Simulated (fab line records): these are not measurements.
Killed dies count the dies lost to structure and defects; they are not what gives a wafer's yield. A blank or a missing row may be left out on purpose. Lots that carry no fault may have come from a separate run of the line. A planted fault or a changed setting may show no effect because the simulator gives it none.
fab line records	flow n5Finfet	part 2 of 2: steps 5 to 6 of 6
[record] lots = 21	wafers = 63	lastDay = 18
route steps=1938 shown BEOL_M2@858
lots untouched by any fault: they come from a run of this same line in which no faults occurred
startH: start of the lot's first displayed wafer, in hours after the record's first day	waitH: hours elapsed since this lot's preceding step	" same as the row above	L1.1+2: several wafers, shown together as one row	- no value present, or no start provided	* or withheld: withheld	< > ~ a bound
route shown NAME@n: names a module that has steps shown in the file, with the first one's number in the route	usual: the fault-free wafers' mean and standard deviation	same: alike in all rows	chamber/n: place in a boat	sites: each site's reading	_std_site: the values' standard deviation	_edge_site: mean of outer sites minus mean of inner sites	radiusMm: for every site, how far away it sits from the centre of the wafer	mask NAME#n: copy n	behind: tool/chamber where the wafer was last shaped	hold: cause of the lot's hold/its duration in hours/its outcome	device: the transistor (n, p or np) that didn't switch	end of line: tests of these same wafers at the route's end	a step without rows: its recipe alone	killed: not the wafer's yield, but the dies lost to structure and defects at the first sort	map: a wafer's dies, x killed, . not, _ none there
set.NAME: the run value of the setting; set.NAME@STEP: its run value at that earlier step	model.NAME: the simulator's own value behind a step, which no gauge read
steps of the route over a sample of lots; a table a step, a row a wafer
services: a tool's chamber out of use, with start hour (startH, from the record's first day; less than 0 if before it), hours out, and reason
[[steps]]
[step N5_BEOL_M2_STRIP_36]
[recipe] chemistry = N2/H2	powerW = 450	tempC = 40	pressureMtorr = 20	rfFrequencyHz = 6e+07	overashFraction = 0.3	biasPowerW = 7	h2Frac = 0.5	n2FlowSccm = 200	h2FlowSccm = 200
[usual] drypumpMotorCurrentA = 5.8/0.55	oesProductAu = 0.78/0.063	rfVppV = 59.0/1.4	showerheadPlenumPTorr = 2.52/0.068	throttleValvePct = 23.6/0.38
lot.wafer	tool	chamber	startH	waitH	drypumpMotorCurrentA	oesProductAu	rfHoursCounterH	rfVppV	showerheadPlenumPTorr	throttleValvePct
L075.2	rieDiel-01	2	141.15	0.0	5.2	0.81	82	58.8	2.47	23.5
L075.4	"	0	"	"	5.3	0.89	35	57.6	2.56	23.1
L075.5	"	3	"	"	6.3	0.83	-	57.8	2.59	23.4
L074.2	rieDiel-04	2	142.84	0.0	6.1	0.88	34	59.1	2.48	23.2
L074.3	"	0	"	"	6.8	0.71	190	57.2	2.40	23.7
L074.6	"	1	"	"	6.0	0.72	-	57.2	2.52	24.2
L076.1	rieDiel-02	0	148.15	0.0	5.6	0.73	228	57.7	2.62	24.0
L076.4	"	1	"	"	6.6	0.74	154	57.5	2.54	24.1
L076.5	"	0	"	"	5.6	0.73	-	57.8	2.62	24.0
L077.3	rieDiel-01	3	155.16	0.0	6.3	0.84	54	57.7	2.59	23.4
L077.5	"	3	"	"	6.3	0.84	-	59.5	2.59	23.4
L077.6	"	0	"	"	5.3	0.87	-	60.8	2.56	23.1
L078.1	rieDiel-01	2	181.76	0.0	5.2	0.80	96	60.0	2.46	23.5
L078.2	"	1	"	"	5.5	0.82	73	58.5	2.57	23.3
L078.5	"	0	"	"	5.3	0.87	-	60.3	2.55	23.1
L080.2	rieDiel-01	3	182.87	0.0	6.3	0.82	63	58.5	2.59	23.4
L080.3	"	2	"	"	5.1	0.79	96	59.0	2.46	23.5
L080.5	"	2	"	"	5.1	0.79	-	59.3	2.46	23.5
L079.2	rieDiel-04	0	183.01	0.0	6.8	0.69	202	57.8	2.40	23.7
L079.3	"	3	"	"	5.3	0.76	168	60.7	2.43	24.0
L079.6	"	1	"	"	6.1	0.71	-	58.0	2.51	24.2
L082.3	rieDiel-01	1	186.56	0.0	5.5	0.80	74	56.7	2.57	23.2
L082.5	"	1	"	"	5.5	0.82	-	59.5	2.57	23.3
L082.6	"	0	"	"	5.3	0.87	-	59.8	2.55	23.1
L083.1	rieDiel-01	1	194.59	0.0	5.4	0.82	76	58.8	2.57	23.3
L083.2	"	2	"	"	5.1	0.81	99	58.9	2.46	23.5
L083.6	"	2	"	"	5.1	0.79	-	59.2	2.46	23.5
L084.1	rieDiel-04	2	194.61	0.0	6.1	0.88	51	58.6	2.47	23.3
L084.4	"	3	"	"	5.3	0.76	172	59.5	2.43	24.0
L084.5	"	1	"	"	6.0	0.71	-	59.3	2.51	24.2
L085.1	rieDiel-01	2	197.56	0.0	5.2	0.79	100	59.9	2.46	23.5
L085.3	"	0	"	"	5.3	0.84	54	60.9	2.55	23.1
L085.6	"	0	"	"	5.3	0.85	-	58.1	2.55	23.1
L086.3	rieDiel-02	3	213.25	0.0	5.0	0.72	192	59.8	2.53	24.2
L086.4	"	1	"	"	6.6	0.72	-	61.8	2.53	24.1
L086.5	"	2	"	"	5.8	0.75	-	57.7	2.62	23.5
L087.2	rieDiel-02	1	216.63	0.0	6.6	0.72	178	56.8	2.53	24.1
L087.3	"	3	"	"	5.0	0.73	193	60.3	2.53	24.2
L087.5	"	2	"	"	5.9	0.74	-	58.7	2.62	23.5
L089.1	rieDiel-04	2	238.84	0.0	6.1	0.84	68	57.9	2.46	23.3
L089.2	"	3	"	"	5.3	0.74	187	58.6	2.43	24.0
L089.3	"	1	"	"	6.0	0.70	238	56.4	2.51	24.2
L091.1	rieDiel-02	0	245.73	0.0	5.6	0.92	8	61.0	2.61	23.7
L091.2	"	1	"	"	6.6	0.70	189	59.8	2.53	24.0
L091.4	"	3	"	"	5.1	0.71	205	59.8	2.52	24.2
L092.1	rieDiel-01	3	246.63	0.0	6.2	0.81	82	57.8	2.58	23.4
L092.2	"	1	"	"	5.5	0.80	91	59.0	2.57	23.3
L092.3	"	2	"	"	5.1	0.78	114	58.6	2.45	23.5
L093.1	rieDiel-02	2	255.32	0.0	5.8	0.73	204	59.9	2.62	23.5
L093.3	"	1	"	"	6.6	0.71	193	62.6	2.52	24.1
L093.5	"	1	"	"	6.6	0.71	-	60.5	2.52	24.1
L094.1	rieDiel-04	0	259.48	0.0	6.8	0.70	228	57.3	2.38	23.8
L094.4	"	1	"	"	6.0	0.69	246	57.9	2.50	24.2
L094.5	"	2	"	"	6.2	0.83	-	58.0	2.46	23.3
L095.2	rieDiel-02	1	267.39	0.0	6.6	0.71	197	60.4	2.52	24.1
L095.3	"	3	"	"	5.0	0.71	212	58.7	2.52	24.2
L095.6	"	3	"	"	5.0	0.71	-	58.5	2.52	24.2
L096.1	rieDiel-04	0	272.65	0.0	6.8	0.68	232	60.0	2.38	23.8
L096.3	"	3	"	"	5.3	0.72	199	61.0	2.42	24.0
L096.4	"	0	"	"	6.8	0.68	-	57.2	2.38	23.8
L097.3	rieDiel-01	2	278.24	0.0	5.1	0.76	124	60.3	2.45	23.5
L097.5	"	3	"	"	6.3	0.79	-	61.4	2.57	23.4
L097.6	"	2	"	"	5.1	0.76	-	60.1	2.45	23.5
[step N5_BEOL_M2_ETCH_41]
[recipe] chemistry = CH3F/O2	target = SiCN	targetDepthA = 299	taperDeg = 2	timeS = 52.5	ionEnergyEv = 120	maskMaterial = TiN	pressureMtorr = 30	sourceW = 395	biasW = 75	Ar_flow_sccm = 150	CH3F_flow_sccm = 30	O2_flow_sccm = 20
[usual] drypumpMotorCurrentA = 5.8/0.55	oesProductAu = 0.78/0.06	rfVppV = 297.0/1.3	showerheadPlenumPTorr = 1.98/0.055	throttleValvePct = 16.37/0.29
lot.wafer	tool	chamber	startH	waitH	drypumpMotorCurrentA	oesProductAu	rfHoursCounterH	rfVppV	showerheadPlenumPTorr	throttleValvePct
L075.2	rieDiel-01	2	-	-	5.1	0.80	82	295.7	1.94	16.24
L075.4	"	0	"	"	5.3	0.88	35	298.3	2.04	16.31
L075.5	"	3	"	"	6.3	0.82	-	297.4	2.03	15.84
L074.2	rieDiel-04	2	-	-	6.1	0.90	34	297.0	1.94	15.93
L074.3	"	0	"	"	6.8	0.73	190	295.8	1.91	16.71
L074.6	"	1	"	"	6.0	0.72	-	297.3	1.97	16.65
L076.1	rieDiel-02	0	-	-	5.6	0.71	228	299.2	2.06	16.63
L076.4	"	1	"	"	6.6	0.73	154	298.5	2.00	16.56
L076.5	"	0	"	"	5.6	0.70	-	298.0	2.06	16.64
L077.3	rieDiel-01	3	-	-	6.2	0.82	54	297.3	2.03	15.85
L077.5	"	3	"	"	6.3	0.82	-	298.8	2.03	15.85
L077.6	"	0	"	"	5.3	0.87	-	298.6	2.04	16.30
L078.1	rieDiel-01	2	-	-	5.1	0.79	96	296.8	1.93	16.27
L078.2	"	1	"	"	5.4	0.82	73	297.2	2.05	16.28
L078.5	"	0	"	"	5.3	0.86	-	297.4	2.04	16.34
L080.2	rieDiel-01	3	-	-	6.2	0.80	63	297.9	2.03	15.87
L080.3	"	2	"	"	5.2	0.78	96	295.4	1.93	16.28
L080.5	"	2	"	"	5.2	0.79	-	297.1	1.93	16.27
L079.2	rieDiel-04	0	-	-	6.8	0.71	202	294.9	1.90	16.73
L079.3	"	3	"	"	5.3	0.76	168	295.4	1.92	16.54
L079.6	"	1	"	"	6.0	0.72	-	296.5	1.97	16.68
L082.3	rieDiel-01	1	-	-	5.5	0.81	74	299.2	2.05	16.27
L082.5	"	1	"	"	5.4	0.82	-	297.6	2.05	16.27
L082.6	"	0	"	"	5.3	0.86	-	297.5	2.04	16.32
L083.1	rieDiel-01	1	-	-	5.4	0.82	77	297.1	2.05	16.28
L083.2	"	2	"	"	5.2	0.79	99	297.3	1.93	16.29
L083.6	"	2	"	"	5.1	0.79	-	295.4	1.93	16.27
L084.1	rieDiel-04	2	-	-	6.1	0.87	51	297.1	1.93	15.95
L084.4	"	3	"	"	5.3	0.75	172	296.6	1.92	16.53
L084.5	"	1	"	"	6.1	0.72	-	297.0	1.97	16.69
L085.1	rieDiel-01	2	-	-	5.1	0.79	100	294.6	1.93	16.29
L085.3	"	0	"	"	5.3	0.84	54	299.1	2.04	16.34
L085.6	"	0	"	"	5.3	0.84	-	299.5	2.04	16.35
L086.3	rieDiel-02	3	-	-	5.0	0.72	192	296.8	1.98	16.76
L086.4	"	1	"	"	6.6	0.71	-	297.0	1.99	16.61
L086.5	"	2	"	"	5.8	0.74	-	299.5	2.07	16.37
L087.2	rieDiel-02	1	-	-	6.6	0.71	178	298.5	1.99	16.59
L087.3	"	3	"	"	5.0	0.72	193	296.8	1.98	16.77
L087.5	"	2	"	"	5.8	0.75	-	297.9	2.07	16.36
L089.1	rieDiel-04	2	-	-	6.1	0.85	68	295.8	1.93	16.00
L089.2	"	3	"	"	5.3	0.74	188	294.5	1.92	16.55
L089.3	"	1	"	"	6.0	0.71	238	296.1	1.96	16.71
L091.1	rieDiel-02	0	-	-	5.6	0.90	8	297.6	2.05	16.21
L091.2	"	1	"	"	6.6	0.70	189	297.8	1.99	16.63
L091.4	"	3	"	"	5.0	0.71	205	296.3	1.98	16.79
L092.1	rieDiel-01	3	-	-	6.3	0.79	82	297.7	2.02	15.91
L092.2	"	1	"	"	5.5	0.79	91	298.1	2.04	16.30
L092.3	"	2	"	"	5.1	0.77	114	297.5	1.93	16.31
L093.1	rieDiel-02	2	-	-	5.8	0.73	204	298.2	2.06	16.39
L093.3	"	1	"	"	6.6	0.70	193	297.5	1.99	16.64
L093.5	"	1	"	"	6.6	0.71	-	297.1	1.99	16.64
L094.1	rieDiel-04	0	-	-	6.8	0.69	228	297.0	1.89	16.78
L094.4	"	1	"	"	6.0	0.69	246	296.1	1.96	16.73
L094.5	"	2	"	"	6.1	0.83	-	296.4	1.92	16.01
L095.2	rieDiel-02	1	-	-	6.6	0.70	197	296.4	1.99	16.65
L095.3	"	3	"	"	5.0	0.71	212	296.8	1.98	16.79
L095.6	"	3	"	"	5.0	0.70	-	297.1	1.98	16.79
L096.1	rieDiel-04	0	-	-	6.8	0.69	232	294.0	1.89	16.78
L096.3	"	3	"	"	5.3	0.73	199	295.3	1.91	16.58
L096.4	"	0	"	"	6.8	0.69	-	294.8	1.89	16.79
L097.3	rieDiel-01	2	-	-	5.2	0.77	124	295.1	1.92	16.33
L097.5	"	3	"	"	6.2	0.77	-	297.2	2.02	15.93
L097.6	"	2	"	"	5.1	0.77	-	295.6	1.92	16.32
[[services]]
tool	chamber	startH	hours	kind
rieDiel-04	0	143.65	8.5	repair
rieDiel-02	0	211.43	-	clean
rieDiel-02	0	211.43	-	consumableReplace:focusRing
rieDiel-02	0	211.43	15.1	scheduledDown
rieDiel-02	0	211.43	15.1	ventCycle
rieDiel-01	-	226.88	11.4	repair
rieDiel-02	0	269.78	9.7	repair
rieDiel-01	-	271.78	1.1	repair
rieDiel-04	1	272.31	-	clean
rieDiel-04	1	272.31	-	consumableReplace:focusRing
rieDiel-04	1	272.31	14.9	scheduledDown
rieDiel-04	1	272.31	14.9	ventCycle
